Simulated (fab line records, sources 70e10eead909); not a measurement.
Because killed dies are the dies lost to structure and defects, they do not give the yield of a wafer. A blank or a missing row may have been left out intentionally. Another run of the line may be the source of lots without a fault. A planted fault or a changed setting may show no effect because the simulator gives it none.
fab line records ; flow nand-harc ; part 2 of 2: steps 29 to 36 of 36
[record] lots = 5; wafers = 15; last-day = 23
route steps=1159 shown A_STAIRCASE@725 A_SGD_CUT@747
lots with no fault: from the same line, run without faults
start-h: the number of hours between the record's first day and the start of the first shown wafer of the lot ; wait-h: time in hours since the lot's previous step ; " the same as in the row above ; L1.1+2: several wafers, shown together as one row ; - no value, or no start given ; * or withheld: withheld ; < > ~ a bound
route shown NAME@n: names a module that has steps shown in the file, with the first one's number in the route ; usual: mean/standard deviation taken from wafers without a fault ; same: alike in all rows ; chamber/n: place in a boat ; sites: readings site by site ; _std_site: how widely they spread, as a standard deviation ; _edge_site: inner sites' mean taken away from outer sites' mean ; radius-mm: how far each site lies from the wafer's centre ; mask NAME#n: copy n ; behind: the tool/chamber that last shaped the wafer ; hold: what put the lot on hold/how long, in hours/how the hold closed ; device: names the non-switching transistor (n, p or np) ; end of line: the same wafers' tests at the end of the route ; step lacking rows: just its recipe ; killed: the dies lost at the first sort to structure and to defects; this is not the yield of the wafer ; map: dies across one wafer; x = killed, . = not, _ = none there
set.NAME: the run value of the setting; set.NAME@STEP: its run value at that earlier step ; model.NAME: the simulator's own value behind a step, which no gauge read
certain route steps with their lots: each step a table, each wafer a row
services: the hour from which a tool's chamber was out of use, counted from the record's first day as start-h (under 0 if before that day), plus the number of hours and why
[[steps]]
[step NHARC_A_SGD_CUT_PEB_07]
[recipe] peb-temp-c = 100; peb-time-s = 65
[same] peb-time-s = 65
lot.wafer;tool;chamber;start-h;wait-h
L082.1+2+4;litho-track-04;0;351.73;0.1
L087.2+3+6;litho-track-06;0;383.48;0.1
L088.1+5+6;litho-track-06;0;393.23;0.1
L092.3+4+6;litho-track-04;0;420.80;0.1
L093.2+3+5;litho-track-01;0;420.96;0.1
[step NHARC_A_SGD_CUT_DEVELOP_08]
[recipe] develop-time-s = 35; dev-temp-c = 23
lot.wafer;tool;chamber;start-h;wait-h
L082.1+2+4;litho-track-04;0;-;-
L087.2+3+6;litho-track-06;0;-;-
L088.1+5+6;litho-track-06;0;-;-
L092.3+4+6;litho-track-04;0;-;-
L093.2+3+5;litho-track-01;0;-;-
[step NHARC_A_SGD_CUT_CD_MEAS_09]
[recipe] target-cd-nm = 100; landing-energy-ev = 500
[usual] cd-nm = 100.0/0.49
lot.wafer;tool;chamber;start-h;wait-h;cd-nm
L082.1;cd-sem-03;0;351.81;-;100.0
L082.2;cd-sem-03;0;351.81;-;99.5
L082.4;cd-sem-03;0;351.81;-;100.2
L087.2;cd-sem-02;0;383.56;-;100.4
L087.3;cd-sem-02;0;383.56;-;99.5
L087.6;cd-sem-02;0;383.56;-;99.3
L088.1;cd-sem-02;0;393.31;-;99.9
L088.5;cd-sem-02;0;393.31;-;99.8
L088.6;cd-sem-02;0;393.31;-;100.1
L092.3;cd-sem-02;0;420.88;-;99.9
L092.4;cd-sem-02;0;420.88;-;99.7
L092.6;cd-sem-02;0;420.88;-;100.0
L093.2;cd-sem-01;0;421.04;-;99.2
L093.3;cd-sem-01;0;421.04;-;99.1
L093.5;cd-sem-01;0;421.04;-;99.8
[step NHARC_A_SGD_CUT_OVL_MEAS_10]
[usual] overlay-x-nm = 0.3/0.85; overlay-y-nm = 0.0/0.82
lot.wafer;tool;chamber;start-h;wait-h;overlay-x-nm;overlay-y-nm
L082.1;overlay-02;-;351.90;-;-1.8;0.2
L082.2;overlay-02;-;351.90;-;-1.9;0.9
L082.4;overlay-02;-;351.90;-;-1.7;0.5
L087.2;overlay-01;-;383.65;-;1.9;-0.6
L087.3;overlay-01;-;383.65;-;2.2;-0.9
L087.6;overlay-01;-;383.65;-;2.3;-1.2
L088.1;overlay-01;-;393.40;-;1.2;-0.3
L088.5;overlay-01;-;393.40;-;1.5;-0.1
L088.6;overlay-01;-;393.40;-;0.9;-0.3
L092.3;overlay-01;-;420.96;-;-1.0;0.8
L092.4;overlay-01;-;420.96;-;-0.2;0.0
L092.6;overlay-01;-;420.96;-;-0.4;0.6
L093.2;overlay-02;-;421.13;-;0.1;0.1
L093.3;overlay-02;-;421.13;-;0.8;0.1
L093.5;overlay-02;-;421.13;-;0.0;-0.2
[step NHARC_A_SGD_CUT_INSPECT_11]
[usual] raw-defect-count = 17/10
lot.wafer;tool;chamber;start-h;wait-h;raw-defect-count
L082.1;defect-inspect-01;-;351.93;0.0;14
L082.2;defect-inspect-01;-;351.93;0.0;14
L082.4;defect-inspect-01;-;351.93;0.0;10
L087.2;defect-inspect-01;-;383.69;0.0;7
L087.3;defect-inspect-01;-;383.69;0.0;11
L087.6;defect-inspect-01;-;383.69;0.0;10
L088.1;defect-inspect-01;-;393.45;0.1;27
L088.5;defect-inspect-01;-;393.45;0.1;30
L088.6;defect-inspect-01;-;393.45;0.1;31
L092.3;defect-inspect-01;-;421.00;0.0;31
L092.4;defect-inspect-01;-;421.00;0.0;20
L092.6;defect-inspect-01;-;421.00;0.0;37
L093.2;defect-inspect-01;-;421.17;0.0;7
L093.3;defect-inspect-01;-;421.17;0.0;11
L093.5;defect-inspect-01;-;421.17;0.0;10
[step NHARC_A_SGD_CUT_DESCUM_14]
[recipe] time-s = 3; o2-flow-sccm = 200; ar-flow-sccm = 0; bias-power-w = 0; chemistry = O2
[usual] drypump-motor-current-A = 5.6/0.47; oes-product-au = 1.001/0.0093; rf-vpp-V = 57.8/0.88; showerhead-plenum-p-Torr = 1.92/0.091; throttle-valve-pct = 11.312/0.0091
lot.wafer;tool;chamber;start-h;wait-h;drypump-motor-current-A;oes-product-au;rf-hours-counter-h;rf-vpp-V;showerhead-plenum-p-Torr;throttle-valve-pct
L082.4;rie-diel-11;0;351.99;0.1;4.7;0.997;10;57.7;1.82;11.314
L082.1;rie-diel-11;2;351.99;0.1;6.1;0.992;10;56.4;1.81;11.320
L082.2;rie-diel-11;3;351.99;0.1;5.6;1.000;10;59.3;1.94;11.311
L087.3;rie-diel-01;2;383.77;0.1;5.1;0.995;7;59.3;1.81;11.311
L087.2;rie-diel-01;3;383.77;0.1;5.5;0.995;6;57.6;2.02;11.307
L087.6;rie-diel-01;0;383.77;0.1;6.0;1.020;-;57.2;1.88;11.316
L088.1;rie-diel-01;2;393.52;0.1;5.2;0.990;8;59.4;1.81;11.325
L088.6;rie-diel-01;2;393.52;0.1;5.1;0.996;-;58.8;1.81;11.304
L088.5;rie-diel-01;3;393.52;0.1;5.5;0.991;-;57.8;2.02;11.303
L092.3;rie-diel-13;0;421.08;0.1;5.8;0.997;15;59.0;2.03;11.308
L092.4;rie-diel-13;3;421.08;0.1;5.6;1.009;-;58.3;1.96;11.307
L092.6;rie-diel-13;0;421.08;0.1;5.8;0.992;-;58.0;2.03;11.319
L093.3;rie-diel-01;3;421.23;0.1;5.4;0.985;10;58.1;2.02;11.308
L093.2;rie-diel-01;1;421.23;0.1;6.1;0.987;11;58.2;2.03;11.311
L093.5;rie-diel-01;3;421.23;0.1;5.4;0.991;-;57.8;2.02;11.304
[step NHARC_A_SGD_CUT_ETCH_58]
[recipe] target-depth-a = 390; over-etch-frac = 0.3; time-s = 65; ion-energy-ev = 80; cf4-flow-sccm = 150; ar-flow-sccm = 0; rf-w = 300; bias-w = 100; chemistry = CF4
[usual] drypump-motor-current-A = 5.6/0.46; oes-product-au = 0.999/0.0097; rf-vpp-V = 151.3/1.2; showerhead-plenum-p-Torr = 1.78/0.079; throttle-valve-pct = 13.284/0.0096
lot.wafer;tool;chamber;start-h;wait-h;drypump-motor-current-A;oes-product-au;rf-hours-counter-h;rf-vpp-V;showerhead-plenum-p-Torr;throttle-valve-pct
L082.4;rie-diel-11;3;352.08;0.1;5.6;1.008;10;149.2;1.79;13.270
L082.2;rie-diel-11;0;352.08;0.1;4.7;0.996;10;150.3;1.69;13.278
L082.1;rie-diel-11;1;352.08;0.1;5.0;0.996;10;152.5;1.88;13.306
L087.2;rie-diel-01;0;383.83;0.1;5.9;1.015;6;151.2;1.74;13.293
L087.3;rie-diel-01;1;383.83;0.1;6.1;0.997;7;152.6;1.87;13.283
L087.6;rie-diel-01;0;383.83;0.1;5.9;1.021;-;150.7;1.74;13.284
L088.1;rie-diel-01;1;393.62;0.1;6.1;0.997;8;154.3;1.87;13.286
L088.5;rie-diel-01;2;393.62;0.1;5.1;0.994;-;151.3;1.68;13.289
L088.6;rie-diel-01;3;393.62;0.1;5.5;0.996;-;152.4;1.86;13.281
L092.3;rie-diel-13;3;421.17;0.1;5.6;0.993;14;152.6;1.81;13.304
L092.4;rie-diel-13;1;421.17;0.1;6.0;0.997;-;150.9;1.68;13.274
L092.6;rie-diel-13;3;421.17;0.1;5.6;1.001;-;152.3;1.81;13.274
L093.3;rie-diel-01;2;421.31;0.1;5.1;0.978;11;150.0;1.68;13.279
L093.2;rie-diel-01;3;421.31;0.1;5.5;0.991;10;152.4;1.86;13.276
L093.5;rie-diel-01;2;421.31;0.1;5.2;0.987;-;150.1;1.68;13.297
[step NHARC_A_SGD_CUT_ETCH_59]
[recipe] target-depth-a = 2600; over-etch-frac = 0.25; time-s = 406.25; ion-energy-ev = 200; n2-flow-sccm = 150; h2-flow-sccm = 150; ar-flow-sccm = 0; rf-w = 400; bias-w = 150; chemistry = N2/H2
[usual] drypump-motor-current-A = 5.6/0.49; oes-product-au = 0.998/0.0095; rf-vpp-V = 431/3.1; showerhead-plenum-p-Torr = 2.05/0.1; throttle-valve-pct = 14.171/0.0096
lot.wafer;tool;chamber;start-h;wait-h;drypump-motor-current-A;oes-product-au;rf-hours-counter-h;rf-vpp-V;showerhead-plenum-p-Torr;throttle-valve-pct
L082.4;rie-diel-11;0;-;-;4.7;0.997;10;427;1.93;14.175
L082.1;rie-diel-11;1;-;-;5.0;1.000;10;435;2.18;14.156
L082.2;rie-diel-11;2;-;-;6.1;0.997;10;426;1.93;14.174
L087.2;rie-diel-01;0;-;-;5.9;1.015;6;429;2.00;14.191
L087.3;rie-diel-01;1;-;-;6.1;0.991;7;433;2.17;14.171
L087.6;rie-diel-01;3;-;-;5.4;0.989;-;434;2.16;14.154
L088.1;rie-diel-01;2;-;-;5.2;0.992;8;427;1.92;14.167
L088.5;rie-diel-01;1;-;-;6.1;0.999;-;434;2.17;14.164
L088.6;rie-diel-01;2;-;-;5.1;0.993;-;426;1.92;14.178
L092.3;rie-diel-13;0;-;-;5.8;1.002;15;435;2.16;14.165
L092.6;rie-diel-13;1;-;-;6.0;0.986;-;428;1.93;14.168
L092.4;rie-diel-13;3;-;-;5.6;1.000;-;433;2.09;14.156
L093.3;rie-diel-01;3;-;-;5.5;0.995;10;434;2.16;14.157
L093.2;rie-diel-01;0;-;-;5.9;1.015;10;429;2.00;14.158
L093.5;rie-diel-01;3;-;-;5.5;1.001;-;434;2.16;14.173
[[services]]
tool;chamber;start-h;hours;kind
cmp-02;-;324.69;4.0;pm
pecvd-02;-;334.33;13.0;pm
wet-bench-04;-;339.21;8.0;pm
litho-track-02;-;340.00;7.0;pm
rie-diel-05;-;340.63;9.0;pm
plasma-asher-02;-;360.06;9.0;pm
litho-track-07;-;364.00;7.0;pm
rie-diel-11;-;366.50;9.0;pm
pecvd-03;2;366.81;7.3;repair
wet-bench-05;-;372.80;8.0;pm
cmp-04;-;373.58;1.1;repair
cmp-01;-;375.54;4.0;pm
pecvd-04;-;376.00;13.0;pm
litho-track-03;-;388.00;7.0;pm
rie-diel-05;0;394.89;4.7;repair
rie-diel-07;3;395.32;2.2;repair
cmp-04;-;399.16;4.0;pm
rie-diel-11;-;400.73;0.2;repair
rie-diel-07;-;405.70;9.0;pm
rie-diel-11;1;407.61;1.2;repair
rie-diel-11;3;413.71;2.8;repair
rie-diel-13;2;415.22;14.8;repair
pecvd-01;-;418.10;13.0;pm
rie-diel-11;0;419.63;6.9;repair
